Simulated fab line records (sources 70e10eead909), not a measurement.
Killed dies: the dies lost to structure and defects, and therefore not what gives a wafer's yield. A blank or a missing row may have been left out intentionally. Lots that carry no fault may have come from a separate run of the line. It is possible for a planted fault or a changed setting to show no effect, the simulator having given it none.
What tool caused it? || flow nand-harc || Sampling: 13 lots, 39 wafers, 5 of 1159 route steps

WHAT THE GAUGES SHOWED, per wafer
NHARC_P_ZERO_WELL_CD_MEAS_52: the cd target is 2000 nm. Usual: cd-nm at 1998.7 nm, with a standard deviation of 2.
{"lot": "L157", "measured": "day 1 23:44", "on": "cd-sem-02", "cd-nm (nm)": "2002.5 1999.9 1999.4", "flag": ""}
{"lot": "L161", "measured": "day 2 23:34", "on": "cd-sem-01", "cd-nm (nm)": "1999.1 1999.0 1998.8", "flag": ""}
{"lot": "L162", "measured": "day 3 06:01", "on": "cd-sem-01", "cd-nm (nm)": "1996.7 2000.8 2002.6", "flag": ""}
{"lot": "L163", "measured": "day 3 11:47", "on": "cd-sem-03", "cd-nm (nm)": "2001.0 2000.3 2001.4", "flag": ""}
{"lot": "L164", "measured": "day 3 17:46", "on": "cd-sem-02", "cd-nm (nm)": "1997.4 2000.3 2002.3", "flag": ""}
{"lot": "L166", "measured": "day 4 05:51", "on": "cd-sem-01", "cd-nm (nm)": "1999.6 1998.2 1996.6", "flag": ""}
{"lot": "L167", "measured": "day 4 11:22", "on": "cd-sem-01", "cd-nm (nm)": "1721.4 1722.3 1722.7 1721.8 1722.1 1722.4", "flag": "OFF"}
{"lot": "L171", "measured": "day 5 11:34", "on": "cd-sem-01", "cd-nm (nm)": "1999.2 2001.7 1999.8", "flag": ""}
{"lot": "L172", "measured": "day 5 17:39", "on": "cd-sem-01", "cd-nm (nm)": "1995.3 2002.0 2000.3", "flag": ""}
{"lot": "L176", "measured": "day 6 17:38", "on": "cd-sem-02", "cd-nm (nm)": "1999.9 1999.1 1997.1", "flag": ""}
{"lot": "L177", "measured": "day 6 23:50", "on": "cd-sem-01", "cd-nm (nm)": "1994.0 1996.8 1997.1", "flag": ""}
{"lot": "L178", "measured": "day 7 05:50", "on": "cd-sem-03", "cd-nm (nm)": "1999.5 2004.0 2003.7", "flag": ""}
{"lot": "L179", "measured": "day 7 11:38", "on": "cd-sem-01", "cd-nm (nm)": "1999.3 1999.0 1999.5", "flag": ""}

NHARC_P_M0_CD_MEAS_09: the cd target is 90 nm. Usual: cd-nm at 89.5 nm, with a standard deviation of 0.8.
{"lot": "L157", "measured": "day 6 10:09", "on": "cd-sem-03", "cd-nm (nm)": "88.5 88.3 88.3", "flag": ""}
{"lot": "L161", "measured": "day 7 04:16", "on": "cd-sem-01", "cd-nm (nm)": "90.8 90.6 90.5", "flag": ""}
{"lot": "L162", "measured": "day 7 07:39", "on": "cd-sem-01", "cd-nm (nm)": "90.3 90.2 91.1", "flag": ""}
{"lot": "L163", "measured": "day 7 07:48", "on": "cd-sem-02", "cd-nm (nm)": "91.0 90.0 90.0", "flag": ""}
{"lot": "L164", "measured": "day 8 00:05", "on": "cd-sem-02", "cd-nm (nm)": "90.3 90.6 91.0", "flag": ""}
{"lot": "L166", "measured": "day 7 22:14", "on": "cd-sem-02", "cd-nm (nm)": "90.0 89.4 87.9", "flag": ""}
{"lot": "L171", "measured": "day 9 23:57", "on": "cd-sem-01", "cd-nm (nm)": "90.3 90.1 89.0", "flag": ""}
{"lot": "L172", "measured": "day 10 00:07", "on": "cd-sem-02", "cd-nm (nm)": "89.3 88.3 89.9", "flag": ""}
{"lot": "L176", "measured": "day 11 04:01", "on": "cd-sem-01", "cd-nm (nm)": "89.2 89.4 89.5", "flag": ""}
{"lot": "L177", "measured": "day 11 03:31", "on": "cd-sem-01", "cd-nm (nm)": "90.4 89.4 91.3", "flag": ""}
{"lot": "L178", "measured": "day 11 05:44", "on": "cd-sem-01", "cd-nm (nm)": "89.5 88.8 90.7", "flag": ""}
{"lot": "L179", "measured": "day 11 06:30", "on": "cd-sem-03", "cd-nm (nm)": "90.0 89.7 89.7", "flag": ""}

NHARC_P_M1_CD_MEAS_09: the cd target is 130 nm. Usual: cd-nm at 130.0 nm, with a standard deviation of 0.72.
{"lot": "L157", "measured": "day 6 14:14", "on": "cd-sem-01", "cd-nm (nm)": "129.7 130.2 129.6", "flag": ""}
{"lot": "L161", "measured": "day 7 08:23", "on": "cd-sem-02", "cd-nm (nm)": "130.2 130.7 129.3", "flag": ""}
{"lot": "L162", "measured": "day 7 11:34", "on": "cd-sem-02", "cd-nm (nm)": "128.4 130.3 130.3", "flag": ""}
{"lot": "L163", "measured": "day 7 11:50", "on": "cd-sem-01", "cd-nm (nm)": "131.0 129.8 128.6", "flag": ""}
{"lot": "L164", "measured": "day 8 04:24", "on": "cd-sem-02", "cd-nm (nm)": "129.9 131.0 129.5", "flag": ""}
{"lot": "L166", "measured": "day 8 02:28", "on": "cd-sem-03", "cd-nm (nm)": "130.4 130.1 130.5", "flag": ""}
{"lot": "L171", "measured": "day 10 04:04", "on": "cd-sem-01", "cd-nm (nm)": "129.7 129.6 130.4", "flag": ""}
{"lot": "L172", "measured": "day 10 04:20", "on": "cd-sem-03", "cd-nm (nm)": "129.7 129.9 130.0", "flag": ""}
{"lot": "L176", "measured": "day 11 09:10", "on": "cd-sem-02", "cd-nm (nm)": "130.5 130.6 128.4", "flag": ""}
{"lot": "L177", "measured": "day 11 08:28", "on": "cd-sem-02", "cd-nm (nm)": "128.9 130.9 130.1", "flag": ""}
{"lot": "L178", "measured": "day 11 10:19", "on": "cd-sem-01", "cd-nm (nm)": "130.3 130.5 131.0", "flag": ""}
{"lot": "L179", "measured": "day 11 10:43", "on": "cd-sem-02", "cd-nm (nm)": "129.2 130.1 130.2", "flag": ""}

WHICH TOOL RAN EACH LOT (tool, then ch and the chambers of the sampled wafers, then the start)
{"lot": "L157", "NHARC_P_ZERO_WELL_EXPOSE_49": "krf-scanner-01 ch 0, day 1 23:34", "NHARC_P_M0_PVD_20": "pvd-sputter-01, day 6 14:14 or earlier"}
{"lot": "L161", "NHARC_P_ZERO_WELL_EXPOSE_49": "krf-scanner-01 ch 0, day 2 23:25", "NHARC_P_M0_PVD_20": "pvd-sputter-02, day 7 08:23 or earlier"}
{"lot": "L162", "NHARC_P_ZERO_WELL_EXPOSE_49": "krf-scanner-04 ch 0, day 3 05:52", "NHARC_P_M0_PVD_20": "pvd-sputter-01, day 7 11:34 or earlier"}
{"lot": "L163", "NHARC_P_ZERO_WELL_EXPOSE_49": "krf-scanner-02 ch 0, day 3 11:38", "NHARC_P_M0_PVD_20": "pvd-sputter-02, day 7 11:50 or earlier"}
{"lot": "L164", "NHARC_P_ZERO_WELL_EXPOSE_49": "krf-scanner-02 ch 0, day 3 17:37", "NHARC_P_M0_PVD_20": "pvd-sputter-02, day 8 04:24 or earlier"}
{"lot": "L166", "NHARC_P_ZERO_WELL_EXPOSE_49": "krf-scanner-02 ch 0, day 4 05:42", "NHARC_P_M0_PVD_20": "pvd-sputter-02, day 8 02:28 or earlier"}
{"lot": "L167", "NHARC_P_ZERO_WELL_EXPOSE_49": "krf-scanner-02 ch 0, day 4 11:13", "NHARC_P_M0_PVD_20": "-"}
{"lot": "L171", "NHARC_P_ZERO_WELL_EXPOSE_49": "krf-scanner-01 ch 0, day 5 11:25", "NHARC_P_M0_PVD_20": "pvd-sputter-03, day 10 04:04 or earlier"}
{"lot": "L172", "NHARC_P_ZERO_WELL_EXPOSE_49": "krf-scanner-02 ch 0, day 5 17:29", "NHARC_P_M0_PVD_20": "pvd-sputter-01, day 10 04:20 or earlier"}
{"lot": "L176", "NHARC_P_ZERO_WELL_EXPOSE_49": "krf-scanner-02 ch 0, day 6 17:29", "NHARC_P_M0_PVD_20": "pvd-sputter-03, day 11 09:10 or earlier"}
{"lot": "L177", "NHARC_P_ZERO_WELL_EXPOSE_49": "krf-scanner-02 ch 0, day 6 23:41", "NHARC_P_M0_PVD_20": "pvd-sputter-01, day 11 08:28 or earlier"}
{"lot": "L178", "NHARC_P_ZERO_WELL_EXPOSE_49": "krf-scanner-02 ch 0, day 7 05:41", "NHARC_P_M0_PVD_20": "pvd-sputter-01, day 11 10:19 or earlier"}
{"lot": "L179", "NHARC_P_ZERO_WELL_EXPOSE_49": "krf-scanner-02 ch 0, day 7 11:29", "NHARC_P_M0_PVD_20": "pvd-sputter-03, day 11 10:43 or earlier"}
- NHARC_P_ZERO_WELL_EXPOSE_49: exposes mask P HVPW, target cd 2000 nm.
- NHARC_P_M0_PVD_20: deposits TaN, target thk 5 nm, time 8.06 s.

WHAT THE TOOLS THEMSELVES READ (means of the sampled wafers that have a number; where no wafer has one, the mark that the record gives instead)
NHARC_P_M0_PVD_20. Usual: throttle-valve-pct at 30.2 %, with a standard deviation of 1.2.
{"lot": "L157", "tool": "pvd-sputter-01", "throttle-valve-pct (%)": 30.2, "flag": ""}
{"lot": "L161", "tool": "pvd-sputter-02", "throttle-valve-pct (%)": 30.8, "flag": ""}
{"lot": "L162", "tool": "pvd-sputter-01", "throttle-valve-pct (%)": 30.4, "flag": ""}
{"lot": "L163", "tool": "pvd-sputter-02", "throttle-valve-pct (%)": 29.8, "flag": ""}
{"lot": "L164", "tool": "pvd-sputter-02", "throttle-valve-pct (%)": 30.9, "flag": ""}
{"lot": "L166", "tool": "pvd-sputter-02", "throttle-valve-pct (%)": 30.9, "flag": ""}
{"lot": "L171", "tool": "pvd-sputter-03", "throttle-valve-pct (%)": 30.3, "flag": ""}
{"lot": "L172", "tool": "pvd-sputter-01", "throttle-valve-pct (%)": 29.9, "flag": ""}
{"lot": "L176", "tool": "pvd-sputter-03", "throttle-valve-pct (%)": 29.6, "flag": ""}
{"lot": "L177", "tool": "pvd-sputter-01", "throttle-valve-pct (%)": 29.4, "flag": ""}
{"lot": "L178", "tool": "pvd-sputter-01", "throttle-valve-pct (%)": 29.4, "flag": ""}
{"lot": "L179", "tool": "pvd-sputter-03", "throttle-valve-pct (%)": 29.6, "flag": ""}

THE ANSWER, worked out from the rows above alone
Rule: lot off if the mean of its wafers having a number is beyond 3 standard deviations from the usual mean. A lot without any number at a reading at which 4 lots or more have one is off too. All remaining lots with rows at the step are treated as sound. The gauges are gone through in route order, then the tools' own readings, and for those a lot's mean is taken as printed above. At the first step where some lot is off, the reading lying furthest off is the one used; lots without a number count as furthest.
Off: L167 (NHARC_P_ZERO_WELL_CD_MEAS_52, cd-nm).
A tool fits if, at a process step before that reading, it ran every lot that is off, and no sound lot after the first of them. Gauges at NHARC_P_ZERO_WELL_CD_MEAS_52: tried the same way as those tools. No candidate that was tried fits.

WHAT HAD BEEN PUT IN BY THE SIMULATOR
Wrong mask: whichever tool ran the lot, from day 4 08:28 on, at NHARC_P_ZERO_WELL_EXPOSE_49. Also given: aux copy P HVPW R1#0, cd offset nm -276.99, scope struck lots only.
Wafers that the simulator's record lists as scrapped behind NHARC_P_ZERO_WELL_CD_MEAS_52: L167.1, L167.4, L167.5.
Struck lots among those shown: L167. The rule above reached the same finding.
